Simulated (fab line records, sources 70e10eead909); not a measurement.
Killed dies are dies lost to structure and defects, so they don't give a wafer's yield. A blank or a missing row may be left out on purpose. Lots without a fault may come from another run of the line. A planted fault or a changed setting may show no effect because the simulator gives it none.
Which tool did it? | flow nand_harc | 12 lots, 36 wafers sampled, at 4 steps of a route of 1302

WHAT THE GAUGES READ, wafer by wafer
NHARC_P_STI_OVL_MEAS_10.
lot  | measured     | on         | overlay_x_nm (nm) | overlay_y_nm (nm)
L951 | day 3 06:54  | overlay-01 | 9 10 10           | -3 -2 -3
L952 | day 3 14:42  | overlay-01 | -10 -11 -10       | -1 -1 -1
L954 | day 4 10:55  | overlay-02 | 12 12 12          | 3 3 3
L959 | day 6 13:33  | overlay-02 | -8 -8 -8          | 2 2 2
L963 | day 8 04:56  | overlay-01 | 1 1 0             | 3 3 3
L964 | day 8 15:37  | overlay-02 | -6 -6 -6          | 7 7 8
L965 | day 9 02:20  | overlay-01 | -3 -3 -3          | 1 1 0
L968 | day 10 08:53 | overlay-02 | -6 -5 -6          | 6 6 6
L969 | day 10 21:34 | overlay-02 | -7 -6 -7          | 7 7 7
L971 | day 11 13:14 | overlay-02 | 1 1 1             | 1 0 0
L972 | day 12 00:33 | overlay-01 | 10 9 10           | 5 5 5
L973 | day 12 08:57 | overlay-01 | 3 2 3             | 13 12 12

NHARC_P_GATE_CD_MEAS_26: target cd 120 nm.
lot  | measured     | on        | cd_nm (nm)
L951 | day 5 06:14  | cd_sem-03 | 120.5 120.4 121.0
L952 | day 5 20:12  | cd_sem-03 | 120.6 122.3 120.7
L954 | day 6 19:58  | cd_sem-02 | 120.5 121.6 121.3
L959 | day 8 18:05  | cd_sem-01 | 123.9 124.6 124.3
L963 | day 10 07:47 | cd_sem-03 | 123.4 123.9 122.6
L964 | day 11 07:40 | cd_sem-02 | 120.3 119.4 121.3
L965 | day 11 08:26 | cd_sem-02 | 119.9 118.8 119.9
L968 | day 12 13:06 | cd_sem-01 | 119.4 120.3 120.4
L969 | day 12 23:35 | cd_sem-02 | 120.8 119.0 118.8
L971 | day 13 16:38 | cd_sem-02 | 120.0 119.5 119.5
L972 | day 14 01:30 | cd_sem-02 | 119.7 119.2 119.8
L973 | day 14 11:31 | cd_sem-03 | 120.6 120.7 121.0

NHARC_P_GATE_OVL_MEAS_27.
lot  | measured     | on         | overlay_x_nm (nm) | overlay_y_nm (nm)
L951 | day 5 06:19  | overlay-01 | 0.3 -0.1 -0.5     | 1.5 1.6 1.1
L952 | day 5 20:17  | overlay-02 | -1.5 -1.6 -1.4    | 0.8 0.3 0.7
L954 | day 6 20:03  | overlay-02 | -0.2 -0.7 -0.4    | 0.2 0.1 -0.2
L959 | day 8 18:10  | overlay-02 | 0.8 0.9 0.8       | -0.6 -0.6 -0.1
L963 | day 10 07:52 | overlay-01 | -1.4 -1.1 -0.9    | -0.6 -0.5 -1.0
L964 | day 11 07:46 | overlay-01 | 0.9 0.6 0.6       | 0.7 0.4 0.5
L965 | day 11 08:31 | overlay-01 | -1.0 -0.1 -0.6    | -1.7 -1.0 -1.3
L968 | day 12 13:11 | overlay-01 | 0.0 0.6 0.9       | -1.9 -1.2 -1.3
L969 | day 12 23:40 | overlay-01 | -0.2 0.2 -0.1     | 0.4 0.0 0.0
L971 | day 13 16:44 | overlay-01 | 1.2 1.3 1.7       | 0.8 1.2 1.1
L972 | day 14 01:35 | overlay-02 | 0.6 0.7 0.8       | 2.1 1.2 1.1
L973 | day 14 11:36 | overlay-02 | -0.2 -0.2 0.1     | -0.4 -1.8 -1.2

WHICH TOOL RAN EACH LOT (tool, then ch and the chambers of the sampled wafers, then the start)
lot  | NHARC_P_GATE_PEB_24
L951 | litho_track-04 ch 0, day 5 06:09
L952 | litho_track-04 ch 0, day 5 20:07
L954 | litho_track-01 ch 0, day 6 19:53
L959 | litho_track-04 ch 0, day 8 18:01
L963 | litho_track-04 ch 0, day 10 07:42
L964 | litho_track-06 ch 0, day 11 07:35
L965 | litho_track-06 ch 0, day 11 08:21
L968 | litho_track-01 ch 0, day 12 13:01
L969 | litho_track-06 ch 0, day 12 23:30
L971 | litho_track-06 ch 0, day 13 16:34
L972 | litho_track-06 ch 0, day 14 01:25
L973 | litho_track-01 ch 0, day 14 11:26
- NHARC_P_GATE_PEB_24: peb time 65 s.

WHAT THE TOOLS THEMSELVES READ (means of the sampled wafers that have a number; where no wafer has one, the mark that the record gives instead)
NHARC_P_GATE_PEB_24.
lot  | tool           | chill_plate_temp_C (C) | heater_power_total_W (W)
L951 | litho_track-04 | 23.00                  | 156.6
L952 | litho_track-04 | 23.08                  | 156.8
L954 | litho_track-01 | 22.94                  | 156.6
L959 | litho_track-04 | 22.95                  | 164.5
L963 | litho_track-04 | 23.09                  | 164.6
L964 | litho_track-06 | 22.90                  | 156.9
L965 | litho_track-06 | 23.12                  | 156.8
L968 | litho_track-01 | 23.06                  | 156.5
L969 | litho_track-06 | 22.85                  | 156.5
L971 | litho_track-06 | 22.93                  | 156.8
L972 | litho_track-06 | 23.10                  | 156.6
L973 | litho_track-01 | 23.12                  | 156.4

THE ANSWER, worked out from the rows above alone
Rule: what is usual is taken from the lots themselves. Put in order of their means at a reading, lots are off if they are a third of the lots or fewer, leave a main group of 4 or more, and stand apart from it by a gap of 3 or more times the standard deviation of the main group's means; of several such gaps the widest counts. A main group whose means are all the same, to the digits that the tables above print for the reading, isn't used. A lot without any number at a reading at which 4 lots or more have one is off too. The other lots that the step has rows for count as sound. The gauges are gone through in route order, then the tools' own readings, and for those a lot's mean is taken as printed above. The first step at which some lot is off is used, and at that step the reading that is off furthest; a lot without a number counts as furthest.
Off: L959, L963, at NHARC_P_GATE_CD_MEAS_26 (cd_nm). The main group: mean 120.2 nm, standard deviation 0.63.
A tool fits if, at a process step before that reading, it ran every lot that is off, and no sound lot after the first of them. The gauges at NHARC_P_GATE_CD_MEAS_26 aren't tried: what is off there is off at NHARC_P_GATE_PEB_24 too, on other tools, and a gauge's error can't cause that. One fits: litho_track-04 at NHARC_P_GATE_PEB_24. Its last sound lot is L952 (day 5 20:07), its first lot that is off L959 (day 8 18:01): a fault that began between those two fits.
The tool's own readings at NHARC_P_GATE_PEB_24 bear it out: on the lots that are off they differ by more than 5 times the standard deviation of the sound lots' means. heater_power_total_W reads 164.6 W there against 156.7 W on the sound lots.

WHAT THE SIMULATOR HAD PUT IN
Process parameter drift: litho_track-04, from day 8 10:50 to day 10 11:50, at NHARC_P_GATE_PEB_24. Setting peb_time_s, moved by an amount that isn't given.
Lots struck among those shown: L959, L963. The rule above found the same.
